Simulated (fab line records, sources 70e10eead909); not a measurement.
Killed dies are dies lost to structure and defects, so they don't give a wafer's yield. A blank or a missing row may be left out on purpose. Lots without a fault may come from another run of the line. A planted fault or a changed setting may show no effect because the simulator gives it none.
Which tool did it? | flow nand_harc | 11 lots, 33 wafers sampled, at 5 steps of a route of 1302

WHAT THE GAUGES READ, wafer by wafer
NHARC_END_SORT_01. Usual: killed_at_array 59, standard deviation 20; killed_at_other 0.8, standard deviation 1.1; killed_at_periphery 5, standard deviation 3.1; killed_dies 64, standard deviation 21; killed_open 3.4, standard deviation 1.9; killed_short 2.3, standard deviation 1.7.
lot  | measured     | on        | killed_at_array | killed_at_other | killed_at_periphery | killed_dies | killed_open | killed_short | flag
L231 | day 24 22:13 | prober-01 | 84 99 80        | 1 0 0           | 13 8 7              | 98 107 87   | 4 5 2       | 5 2 3        |
L237 | day 26 12:14 | prober-02 | 38 43 47        | 0 1 1           | 4 4 2               | 42 48 50    | 3 6 7       | 0 1 2        |
L245 | day 30 04:29 | prober-01 | 103 84 89       | 0 1 1           | 6 4 6               | 109 89 96   | 8 4 2       | 3 1 3        |
L246 | day 30 05:18 | prober-02 | 48 69 42        | 1 1 0           | 5 0 6               | 54 70 48    | 0 6 1       | 2 6 1        |
L252 | day 33 13:53 | prober-02 | 55 59 74        | 2 4 1           | 5 4 4               | 62 67 79    | 6 6 2       | 1 0 7        |

WHICH TOOL RAN EACH LOT (tool, then ch and the chambers of the sampled wafers, then the start)
lot  | NHARC_A_CHANNEL_FILL_D2_ETCHBACK_19 | NHARC_A_CHANNEL_FILL_D2_ETCHBACK_20 | NHARC_A_CHANNEL_FILL_D2_ANNEAL_22 | NHARC_A_CHANNEL_FILL_D2_RTA_24
L231 | rie_si-04 ch 0,1,2, day 14 11:55    | rie_diel-07 ch 2, day 14 12:04      | furnace-06 ch 0, day 14 21:58     | rtp_anneal-01 ch 0, day 15 13:38
L234 | rie_si-02 ch 0,1,3, day 16 02:12    | rie_diel-03 ch 0,1, day 16 02:19    | furnace-08 ch 0, day 16 10:17     | rtp_anneal-02 ch 0, day 17 02:13
L235 | rie_si-06 ch 0,2, day 16 11:14      | rie_diel-03 ch 0,2,3, day 16 11:23  | furnace-01 ch 0, day 16 19:17     | rtp_anneal-01 ch 0, day 17 10:59
L237 | rie_si-06 ch 1,2, day 16 22:25      | rie_diel-03 ch 0,3, day 16 22:32    | furnace-01 ch 0, day 17 06:16     | rtp_anneal-02 ch 0, day 17 22:01
L245 | rie_si-02 ch 0,2,3, day 20 15:05    | rie_diel-05 ch 0,1,2, day 20 15:16  | furnace-06 ch 0, day 20 22:34     | rtp_anneal-02 ch 0, day 21 15:28
L246 | rie_si-04 ch 0,1,3, day 20 15:05    | rie_diel-05 ch 0,3, day 20 15:13    | furnace-06 ch 0, day 20 22:34     | rtp_anneal-02 ch 0, day 21 15:20
L249 | rie_si-02 ch 1,2,3, day 21 19:02    | rie_diel-03 ch 0,1,2, day 21 19:10  | furnace-08 ch 0, day 22 02:58     | rtp_anneal-01 ch 0, day 22 18:47
L251 | rie_si-02 ch 1,3, day 23 00:13      | rie_diel-03 ch 0,1,3, day 23 00:20  | furnace-01 ch 0, day 23 08:04     | rtp_anneal-01 ch 0, day 24 01:52
L252 | rie_si-02 ch 0,1, day 23 17:18      | rie_diel-05 ch 0,1,2, day 23 17:27  | furnace-01 ch 0, day 24 02:01     | rtp_anneal-01 ch 0, day 24 18:07
L253 | rie_si-04 ch 0,1,2, day 23 17:20    | rie_diel-07 ch 0,1,2, day 23 17:26  | furnace-01 ch 0, day 24 02:01     | rtp_anneal-02 ch 0, day 24 18:05
L254 | rie_si-04 ch 1,3, day 23 21:10      | rie_diel-03 ch 1,2, day 23 21:18    | furnace-08 ch 0, day 24 06:40     | rtp_anneal-01 ch 0, day 24 22:27
- NHARC_A_CHANNEL_FILL_D2_ETCHBACK_19: etches the open film in HBr/Cl2, target depth 5 nm, time 1.7 s.
- NHARC_A_CHANNEL_FILL_D2_ETCHBACK_20: etches the open film in C4F8/O2/Ar, target depth 27 nm, time 13.5 s.
- NHARC_A_CHANNEL_FILL_D2_ANNEAL_22: time 7200 s.
- NHARC_A_CHANNEL_FILL_D2_RTA_24: time 5 s.

WHAT THE TOOLS THEMSELVES READ (means of the sampled wafers that have a number; where no wafer has one, the mark that the record gives instead)
NHARC_A_CHANNEL_FILL_D2_ETCHBACK_19. Usual: chamber_pressure_mTorr 14.999 mTorr, standard deviation 0.014; drypump_motor_current_A 5.3 A, standard deviation 0.55; oes_product_au 1.002 a.u., standard deviation 0.013; throttle_valve_pct 26.406 %, standard deviation 0.0092.
lot  | tool      | chamber_pressure_mTorr (mTorr) | drypump_motor_current_A (A) | oes_product_au (a.u.) | throttle_valve_pct (%) | flag
L231 | rie_si-04 | 14.989                         | 5.3                         | 0.996                 | 26.409                 |
L234 | rie_si-02 | 14.998                         | 5.5                         | 0.990                 | 26.415                 |
L235 | rie_si-06 | 14.998                         | 4.9                         | 1.003                 | 26.408                 |
L237 | rie_si-06 | 14.993                         | 5.2                         | 1.005                 | 26.402                 |
L245 | rie_si-02 | 14.999                         | 5.5                         | 1.011                 | 26.404                 |
L246 | rie_si-04 | 15.003                         | 5.2                         | 1.005                 | 26.414                 |
L249 | rie_si-02 | 15.009                         | 5.3                         | 1.004                 | 26.402                 |
L251 | rie_si-02 | 14.994                         | 5.3                         | 1.005                 | 26.414                 |
L252 | rie_si-02 | 15.000                         | 5.0                         | 0.992                 | 26.410                 |
L253 | rie_si-04 | 14.999                         | 5.3                         | 1.000                 | 26.404                 |
L254 | rie_si-04 | 14.999                         | 5.4                         | 0.976                 | 26.399                 |

NHARC_A_CHANNEL_FILL_D2_ETCHBACK_20. Usual: chamber_pressure_mTorr 25.001 mTorr, standard deviation 0.024; oes_product_au 0.982 a.u., standard deviation 0.026; rf_vpp_V 978 V, standard deviation 5.4.
lot  | tool        | chamber_pressure_mTorr (mTorr) | oes_product_au (a.u.) | rf_vpp_V (V) | flag
L231 | rie_diel-07 | 25.022                         | 1.005                 | 984          |
L234 | rie_diel-03 | 25.006                         | 0.986                 | 982          |
L235 | rie_diel-03 | 25.027                         | 0.959                 | 979          |
L237 | rie_diel-03 | 25.022                         | 0.982                 | 983          |
L245 | rie_diel-05 | 25.012                         | 1.003                 | 977          |
L246 | rie_diel-05 | 25.005                         | 1.001                 | 974          |
L249 | rie_diel-03 | 24.999                         | 0.914                 | 977          |
L251 | rie_diel-03 | 24.999                         | 0.991                 | 980          |
L252 | rie_diel-05 | 24.994                         | 0.992                 | 978          |
L253 | rie_diel-07 | 25.036                         | 0.985                 | 977          |
L254 | rie_diel-03 | 25.008                         | 0.963                 | 974          |

NHARC_A_CHANNEL_FILL_D2_ANNEAL_22. Usual: spike_tc_bottom_C 641.1 C, standard deviation 1.1; spike_tc_centre_C 621.2 C, standard deviation 1.1; spike_tc_lower_C 619.8 C, standard deviation 1.3; spike_tc_top_C 638.8 C, standard deviation 2; spike_tc_upper_C 619.5 C, standard deviation 1.2; tube_center_temp_C 620 C, standard deviation 0.055; tube_center_temp_C_max 621.59, standard deviation 0.24.
lot  | tool       | spike_tc_bottom_C (C) | spike_tc_centre_C (C) | spike_tc_lower_C (C) | spike_tc_top_C (C) | spike_tc_upper_C (C) | tube_center_temp_C (C) | tube_center_temp_C_max | flag
L231 | furnace-06 | 640.8                 | 622.3                 | 620.2                | 641.2              | 618.1                | 620                    | 621.63                 |
L234 | furnace-08 | 641.0                 | 622.4                 | 619.8                | 637.4              | 620.5                | 620                    | 621.58                 |
L235 | furnace-01 | 640.6                 | 620.4                 | 618.7                | 639.0              | 619.1                | 620                    | 621.77                 |
L237 | furnace-01 | 640.7                 | 621.8                 | 618.9                | 639.1              | 620.0                | 620                    | 621.68                 |
L245 | furnace-06 | 629.0                 | 608.6                 | 608.7                | 627.5              | 606.2                | 607                    | 609.00                 | OFF
L246 | furnace-06 | 629.2                 | 609.8                 | 607.3                | 627.6              | 605.1                | 607                    | 608.65                 | OFF
L249 | furnace-08 | 640.3                 | 621.5                 | 620.4                | 636.0              | 620.7                | 620                    | 621.58                 |
L251 | furnace-01 | 640.3                 | 620.0                 | 618.4                | 639.7              | 619.7                | 620                    | 621.55                 |
L252 | furnace-01 | 640.9                 | 620.5                 | 618.9                | 639.7              | 619.9                | 620                    | 621.49                 |
L253 | furnace-01 | 642.1                 | 621.0                 | 619.6                | 639.3              | 620.6                | 620                    | 621.89                 |
L254 | furnace-08 | 640.2                 | 621.3                 | 621.2                | 636.5              | 620.7                | 620                    | 621.65                 |

NHARC_A_CHANNEL_FILL_D2_RTA_24. Usual: lamp_power_pct 30.2 %, standard deviation 0.63; lamp_zone_5_pct 30.2 %, standard deviation 0.62; wafer_temp_C_max 1005.3, standard deviation 1.3.
lot  | tool          | lamp_power_pct (%) | lamp_zone_5_pct (%) | wafer_temp_C_max | flag
L231 | rtp_anneal-01 | 29.6               | 29.7                | 1003.9           |
L234 | rtp_anneal-02 | 30.9               | 30.9                | 1006.3           |
L235 | rtp_anneal-01 | 29.7               | 29.7                | 1005.0           |
L237 | rtp_anneal-02 | 30.9               | 31.0                | 1006.4           |
L245 | rtp_anneal-02 | 30.9               | 30.9                | 1005.9           |
L246 | rtp_anneal-02 | 30.9               | 30.9                | 1006.7           |
L249 | rtp_anneal-01 | 29.7               | 29.7                | 1004.0           |
L251 | rtp_anneal-01 | 29.7               | 29.7                | 1004.2           |
L252 | rtp_anneal-01 | 29.7               | 29.6                | 1004.6           |
L253 | rtp_anneal-02 | 30.9               | 30.9                | 1006.1           |
L254 | rtp_anneal-01 | 29.7               | 29.7                | 1003.8           |

THE ANSWER, worked out from the rows above alone
Rule: a lot is off if the mean of its wafers that have a number lies more than 3 standard deviations from the usual mean. A lot without any number at a reading at which 4 lots or more have one is off too. The other lots that the step has rows for count as sound. The gauges are gone through in route order, then the tools' own readings, and for those a lot's mean is taken as printed above. The first step at which some lot is off is used, and at that step the reading that is off furthest; a lot without a number counts as furthest.
Off: L245, L246, at NHARC_A_CHANNEL_FILL_D2_ANNEAL_22 (tube_center_temp_C).
A tool fits if, at that step or a process step before it, it ran every lot that is off, and no sound lot after the first of them. One fits: furnace-06 at NHARC_A_CHANNEL_FILL_D2_ANNEAL_22. Its last sound lot is L231 (day 14 21:58), its first lot that is off L245 (day 20 22:34): a fault that began between those two fits.
The tool's own readings at NHARC_A_CHANNEL_FILL_D2_ANNEAL_22 bear it out: on the lots that are off they differ by more than 5 times the standard deviation of the sound lots' means. spike_tc_bottom_C reads 629.1 C there against 640.8 C on the sound lots; spike_tc_centre_C reads 609.2 C there against 621.2 C on the sound lots; spike_tc_lower_C reads 608.0 C there against 619.6 C on the sound lots; spike_tc_top_C reads 627.5 C there against 638.7 C on the sound lots; spike_tc_upper_C reads 605.7 C there against 619.9 C on the sound lots; tube_center_temp_C reads 607 C there against 620 C on the sound lots; tube_center_temp_C_max reads 608.83 there against 621.65 on the sound lots.

WHAT THE SIMULATOR HAD PUT IN
Process parameter drift: furnace-06, from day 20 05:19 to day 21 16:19, at NHARC_A_CHANNEL_FILL_D2_ANNEAL_22. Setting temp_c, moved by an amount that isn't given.
Lots struck among those shown: L245, L246. The rule above found the same.
